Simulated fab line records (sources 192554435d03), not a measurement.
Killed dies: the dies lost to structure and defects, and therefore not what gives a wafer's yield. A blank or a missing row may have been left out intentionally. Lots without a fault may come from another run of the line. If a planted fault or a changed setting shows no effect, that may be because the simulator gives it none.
Matching of chambers	flow n5Finfet	aldHk-02 running N5_HKMG_FIN_HK_ALD_01: 4 sister chambers
The step deposits HfO2, target thk 1.6 nm, pulse time 3 s, purge time 3 s. 8 wafers are shown with their chamber, then 8 later ones without.

## WAFERS, EACH WITH ITS CHAMBER
wafer	chamber	precursorPulseHeightRel
L083.2	2	0.982
L083.3	3	0.997
L085.1	1	1.005
L085.4	3	0.999
L089.2	1	1.012
L089.3	2	1.021
L089.5	0	0.981
L091.3	0	1.040

## WAFERS WITH NO CHAMBER GIVEN
wafer	precursorPulseHeightRel
L091.4	1.022
L091.6	1.001
L094.2	1.010
L094.3	1.043
L094.4	1.020
L096.1	1.047
L096.2	1.012
L096.6	1.003

## THE CHAMBER EACH PASSED THROUGH
wafer	from the rows above	in truth
L091.4	can't be placed: 0 or 1 or 2 or 3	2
L091.6	can't be placed: 2 or 3 or 1 or 0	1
L094.2	can't be placed: 0 or 1 or 2 or 3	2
L094.3	can't be placed: 0 or 1 or 2 or 3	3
L094.4	can't be placed: 0 or 1 or 2 or 3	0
L096.1	can't be placed: 0 or 1 or 2 or 3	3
L096.2	can't be placed: 0 or 1 or 2 or 3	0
L096.6	can't be placed: 2 or 3 or 1 or 0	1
Correctly placed: 0 of 8. From these rows, 8 cannot be placed; in 8 the true chamber is one of the candidates. 0 placed wrongly.
How it was worked out, from the rows above alone: a wafer's distance from a chamber is the root of the sum, over the readings, of the square of ((its reading less the chamber's mean) divided by the reading's scatter). If the next closest chamber is less than 2 further off than the closest, the wafer can't be placed; otherwise it belongs to the closest. For every chamber, the mean is computed from those of its wafers that are shown. The scatter is the square root of a quotient: the sum, over the shown wafers, of each reading's squared deviation from its chamber's mean, divided by wafers minus chambers.
